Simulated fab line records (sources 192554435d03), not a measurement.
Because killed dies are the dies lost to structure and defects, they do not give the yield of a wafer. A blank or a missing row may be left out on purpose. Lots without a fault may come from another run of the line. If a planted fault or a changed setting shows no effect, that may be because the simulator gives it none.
Lot-split experiment / flow n5 finfet / 21 wafers read across 7 lots, on a route 1938 steps long

SPLIT DETAILS
At N5_BEOL_M9_EXPOSE_25 (exposes mask V8), the setting dose mj was moved away from the recipe's 37.25 on 7 of the 21 wafers read, by -5.9% to +6.0%. All remaining wafers had this setting at the recipe value.

FROM THE SPLIT TO THE READING: what the file shows between them, 2 steps
- N5_BEOL_M9_PEB_26: peb time 60 s
- N5_BEOL_M9_DEVELOP_27: develop time 30 s

THE READING
cd nm at N5_BEOL_M9_CD_MEAS_28, given in nm (cd target 70 nm). Typical for fault-free wafers on this fab line: 70.00 nm, with standard deviation 0.25 nm.

wafer=L074.1; tool, chamber at the split=euv scanner-01, 0; dose mj as run=38.12; against the recipe=+2.3%; cd nm, nm=70.56; against lot-mates on the recipe=+0.50
wafer=L074.2; tool, chamber at the split=euv scanner-01, 0; dose mj as run=37.25; against the recipe=recipe; cd nm, nm=69.85; against lot-mates on the recipe=-
wafer=L074.3; tool, chamber at the split=euv scanner-01, 0; dose mj as run=37.25; against the recipe=recipe; cd nm, nm=70.26; against lot-mates on the recipe=-
wafer=L079.2; tool, chamber at the split=euv scanner-01, 0; dose mj as run=37.25; against the recipe=recipe; cd nm, nm=70.32; against lot-mates on the recipe=-
wafer=L079.3; tool, chamber at the split=euv scanner-01, 0; dose mj as run=35.07; against the recipe=-5.9%; cd nm, nm=68.31; against lot-mates on the recipe=-1.89
wafer=L079.4; tool, chamber at the split=euv scanner-01, 0; dose mj as run=37.25; against the recipe=recipe; cd nm, nm=70.08; against lot-mates on the recipe=-
wafer=L080.1; tool, chamber at the split=euv scanner-01, 0; dose mj as run=35.99; against the recipe=-3.4%; cd nm, nm=68.98; against lot-mates on the recipe=-0.61
wafer=L080.2; tool, chamber at the split=euv scanner-01, 0; dose mj as run=37.25; against the recipe=recipe; cd nm, nm=69.59; against lot-mates on the recipe=-
wafer=L080.5; tool, chamber at the split=euv scanner-01, 0; dose mj as run=35.99; against the recipe=-3.4%; cd nm, nm=69.01; against lot-mates on the recipe=-0.58
wafer=L082.1; tool, chamber at the split=euv scanner-01, 0; dose mj as run=37.25; against the recipe=recipe; cd nm, nm=69.85; against lot-mates on the recipe=-
wafer=L082.3; tool, chamber at the split=euv scanner-01, 0; dose mj as run=37.25; against the recipe=recipe; cd nm, nm=69.43; against lot-mates on the recipe=-
wafer=L082.4; tool, chamber at the split=euv scanner-01, 0; dose mj as run=38.62; against the recipe=+3.7%; cd nm, nm=70.96; against lot-mates on the recipe=+1.32
wafer=L085.1; tool, chamber at the split=euv scanner-01, 0; dose mj as run=37.25; against the recipe=recipe; cd nm, nm=70.07; against lot-mates on the recipe=-
wafer=L085.3; tool, chamber at the split=euv scanner-01, 0; dose mj as run=37.25; against the recipe=recipe; cd nm, nm=69.99; against lot-mates on the recipe=-
wafer=L085.4; tool, chamber at the split=euv scanner-01, 0; dose mj as run=37.25; against the recipe=recipe; cd nm, nm=69.89; against lot-mates on the recipe=-
wafer=L089.1; tool, chamber at the split=euv scanner-01, 0; dose mj as run=39.49; against the recipe=+6.0%; cd nm, nm=71.70; against lot-mates on the recipe=+1.57
wafer=L089.3; tool, chamber at the split=euv scanner-01, 0; dose mj as run=39.49; against the recipe=+6.0%; cd nm, nm=71.53; against lot-mates on the recipe=+1.40
wafer=L089.5; tool, chamber at the split=euv scanner-01, 0; dose mj as run=37.25; against the recipe=recipe; cd nm, nm=70.13; against lot-mates on the recipe=-
wafer=L091.1; tool, chamber at the split=euv scanner-01, 0; dose mj as run=37.25; against the recipe=recipe; cd nm, nm=69.68; against lot-mates on the recipe=-
wafer=L091.2; tool, chamber at the split=euv scanner-01, 0; dose mj as run=37.25; against the recipe=recipe; cd nm, nm=69.96; against lot-mates on the recipe=-
wafer=L091.5; tool, chamber at the split=euv scanner-01, 0; dose mj as run=37.25; against the recipe=recipe; cd nm, nm=69.60; against lot-mates on the recipe=-

FIT RESULTS
A straight line over all 21 wafers: cd nm changes by +0.279 nm for each +1% of dose mj; r = +0.96; the points scatter about the line by 0.22 nm.
The same after taking each lot's own level away (the mean of its wafers on the recipe; 21 wafers): +0.262 nm for each +1%; r = +0.96; scatter 0.2 nm.
That fit puts the effect of the largest move of dose mj on the reading at 1.6 nm.
From 69.590 to 70.200 nm: that is the span of the lots' own levels, equal to 2.4 times the standard deviation above.
So the lot-to-lot level changes the slope little: the two slopes agree.
Check: with one of the wafers moved furthest among these (+6.0%) left out of the fit, the line predicts +1.6 nm for it against its lot-mates. Against them it came out at +1.57 nm.

OTHER SPLITS APPLIED TO THESE WAFERS
These wafers also went through other splits before the reading. Each is held against what the fit with the lots' levels taken away leaves over:
other split on the same wafers=N5_BEOL_M8_ETCH_65 source w; wafers away from the commonest value=8; r with cd nm (lot level and that fit taken away)=-0.01
other split on the same wafers=N5_BEOL_M8_TRENCH_ETCH_37 bias w; wafers away from the commonest value=7; r with cd nm (lot level and that fit taken away)=-0.49

THE FILE'S OWN FIT
cd nm changes by +0.278 nm for each +1% of dose mj, r = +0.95.
